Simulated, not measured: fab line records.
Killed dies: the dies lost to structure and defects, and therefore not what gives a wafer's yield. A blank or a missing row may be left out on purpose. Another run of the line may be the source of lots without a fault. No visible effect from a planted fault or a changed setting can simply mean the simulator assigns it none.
Matching of chambers :: flow n5-finfet :: N5_BEOL_M10_STRIP_36 on rie-diel-01: 4 sister chambers
The step strips in N2/H2. 24 wafers are shown with their chamber, then 12 later ones without.

== EACH WAFER AND ITS CHAMBER ==
wafer: L074.1
chamber: 2
showerhead-plenum-p-Torr (Torr): 2.51
throttle-valve-pct (%): 23.68
drypump-motor-current-A (A): 6.2

wafer: L074.2
chamber: 0
showerhead-plenum-p-Torr (Torr): 2.44
throttle-valve-pct (%): 23.50
drypump-motor-current-A (A): 6.0

wafer: L074.3
chamber: 1
showerhead-plenum-p-Torr (Torr): 2.50
throttle-valve-pct (%): 23.54
drypump-motor-current-A (A): 5.9

wafer: L075.1
chamber: 0
showerhead-plenum-p-Torr (Torr): 2.44
throttle-valve-pct (%): 23.52
drypump-motor-current-A (A): 6.1

wafer: L075.5
chamber: 0
showerhead-plenum-p-Torr (Torr): 2.44
throttle-valve-pct (%): 23.48
drypump-motor-current-A (A): 6.0

wafer: L075.6
chamber: 3
showerhead-plenum-p-Torr (Torr): 2.44
throttle-valve-pct (%): 23.91
drypump-motor-current-A (A): 5.7

wafer: L077.1
chamber: 0
showerhead-plenum-p-Torr (Torr): 2.44
throttle-valve-pct (%): 23.53
drypump-motor-current-A (A): 6.0

wafer: L077.5
chamber: 2
showerhead-plenum-p-Torr (Torr): 2.50
throttle-valve-pct (%): 23.66
drypump-motor-current-A (A): 6.2

wafer: L077.6
chamber: 0
showerhead-plenum-p-Torr (Torr): 2.44
throttle-valve-pct (%): 23.50
drypump-motor-current-A (A): 6.0

wafer: L080.1
chamber: 2
showerhead-plenum-p-Torr (Torr): 2.50
throttle-valve-pct (%): 23.68
drypump-motor-current-A (A): 6.2

wafer: L080.3
chamber: 1
showerhead-plenum-p-Torr (Torr): 2.50
throttle-valve-pct (%): 23.21
drypump-motor-current-A (A): 6.0

wafer: L080.5
chamber: 2
showerhead-plenum-p-Torr (Torr): 2.50
throttle-valve-pct (%): 23.69
drypump-motor-current-A (A): 6.2

wafer: L079.2
chamber: 0
showerhead-plenum-p-Torr (Torr): 2.44
throttle-valve-pct (%): 23.51
drypump-motor-current-A (A): 6.1

wafer: L079.3
chamber: 2
showerhead-plenum-p-Torr (Torr): 2.50
throttle-valve-pct (%): 23.69
drypump-motor-current-A (A): 6.2

wafer: L079.4
chamber: 1
showerhead-plenum-p-Torr (Torr): 2.50
throttle-valve-pct (%): 23.18
drypump-motor-current-A (A): 6.0

wafer: L083.2
chamber: 3
showerhead-plenum-p-Torr (Torr): 2.43
throttle-valve-pct (%): 23.90
drypump-motor-current-A (A): 5.8

wafer: L083.5
chamber: 2
showerhead-plenum-p-Torr (Torr): 2.50
throttle-valve-pct (%): 23.67
drypump-motor-current-A (A): 6.2

wafer: L083.6
chamber: 1
showerhead-plenum-p-Torr (Torr): 2.50
throttle-valve-pct (%): 23.17
drypump-motor-current-A (A): 6.0

wafer: L082.1
chamber: 2
showerhead-plenum-p-Torr (Torr): 2.49
throttle-valve-pct (%): 23.67
drypump-motor-current-A (A): 6.2

wafer: L082.4
chamber: 3
showerhead-plenum-p-Torr (Torr): 2.43
throttle-valve-pct (%): 23.92
drypump-motor-current-A (A): 5.7

wafer: L082.5
chamber: 1
showerhead-plenum-p-Torr (Torr): 2.50
throttle-valve-pct (%): 23.21
drypump-motor-current-A (A): 6.0

wafer: L086.1
chamber: 3
showerhead-plenum-p-Torr (Torr): 2.43
throttle-valve-pct (%): 23.93
drypump-motor-current-A (A): 5.7

wafer: L086.4
chamber: 1
showerhead-plenum-p-Torr (Torr): 2.49
throttle-valve-pct (%): 23.23
drypump-motor-current-A (A): 6.0

wafer: L086.5
chamber: 1
showerhead-plenum-p-Torr (Torr): 2.50
throttle-valve-pct (%): 23.22
drypump-motor-current-A (A): 6.0

SIGNATURES, as means of the wafers listed above
reading: showerhead-plenum-p-Torr
chamber 0: 2.4400
chamber 1: 2.4986
chamber 2: 2.5000
chamber 3: 2.4325
scatter within a chamber: 0.00425

reading: throttle-valve-pct
chamber 0: 23.5067
chamber 1: 23.2514
chamber 2: 23.6771
chamber 3: 23.9150
scatter within a chamber: 0.0716

reading: drypump-motor-current-A
chamber 0: 6.033
chamber 1: 5.986
chamber 2: 6.200
chamber 3: 5.725
scatter within a chamber: 0.0383
Rule: distance of a wafer from a chamber = root of the sum over the readings of ((wafer's reading minus chamber's mean) / reading's scatter) squared. If the next closest chamber is less than 2 further off than the closest, the wafer can't be placed; otherwise it belongs to the closest. The scatter: the root of (the sum of the squares of (reading less its chamber's mean) over the shown wafers, divided by (wafers less chambers)).

== WAFERS WITH NO CHAMBER GIVEN ==
wafer: L088.1
showerhead-plenum-p-Torr (Torr): 2.49
throttle-valve-pct (%): 23.19
drypump-motor-current-A (A): 5.9

wafer: L088.2
showerhead-plenum-p-Torr (Torr): 2.43
throttle-valve-pct (%): 23.52
drypump-motor-current-A (A): 6.1

wafer: L088.6
showerhead-plenum-p-Torr (Torr): 2.42
throttle-valve-pct (%): 23.94
drypump-motor-current-A (A): 5.7

wafer: L090.1
showerhead-plenum-p-Torr (Torr): 2.49
throttle-valve-pct (%): 23.22
drypump-motor-current-A (A): 5.9

wafer: L090.2
showerhead-plenum-p-Torr (Torr): 2.43
throttle-valve-pct (%): 23.56
drypump-motor-current-A (A): 6.0

wafer: L090.3
showerhead-plenum-p-Torr (Torr): 2.49
throttle-valve-pct (%): 23.35
drypump-motor-current-A (A): 6.2

wafer: L091.1
showerhead-plenum-p-Torr (Torr): 2.49
throttle-valve-pct (%): 23.40
drypump-motor-current-A (A): 6.2

wafer: L091.4
showerhead-plenum-p-Torr (Torr): 2.43
throttle-valve-pct (%): 23.59
drypump-motor-current-A (A): 6.1

wafer: L091.6
showerhead-plenum-p-Torr (Torr): 2.43
throttle-valve-pct (%): 23.59
drypump-motor-current-A (A): 6.1

wafer: L095.2
showerhead-plenum-p-Torr (Torr): 2.49
throttle-valve-pct (%): 23.39
drypump-motor-current-A (A): 6.2

wafer: L095.3
showerhead-plenum-p-Torr (Torr): 2.42
throttle-valve-pct (%): 23.58
drypump-motor-current-A (A): 6.0

wafer: L095.6
showerhead-plenum-p-Torr (Torr): 2.42
throttle-valve-pct (%): 23.54
drypump-motor-current-A (A): 6.0

== CHAMBER TAKEN BY EACH ==
wafer: L088.1
from the rows above: 1
in truth: 1

wafer: L088.2
from the rows above: 0
in truth: 0

wafer: L088.6
from the rows above: 3
in truth: 3

wafer: L090.1
from the rows above: 1
in truth: 1

wafer: L090.2
from the rows above: 0
in truth: 0

wafer: L090.3
from the rows above: can't be placed: 2 or 1
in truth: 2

wafer: L091.1
from the rows above: can't be placed: 2 or 1
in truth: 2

wafer: L091.4
from the rows above: 0
in truth: 0

wafer: L091.6
from the rows above: 0
in truth: 0

wafer: L095.2
from the rows above: can't be placed: 2 or 1
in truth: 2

wafer: L095.3
from the rows above: 0
in truth: 0

wafer: L095.6
from the rows above: 0
in truth: 0
9 of 12 placed correctly. These rows do not allow placing 3 (true chamber among the candidates in 3). Wrongly placed: 0.
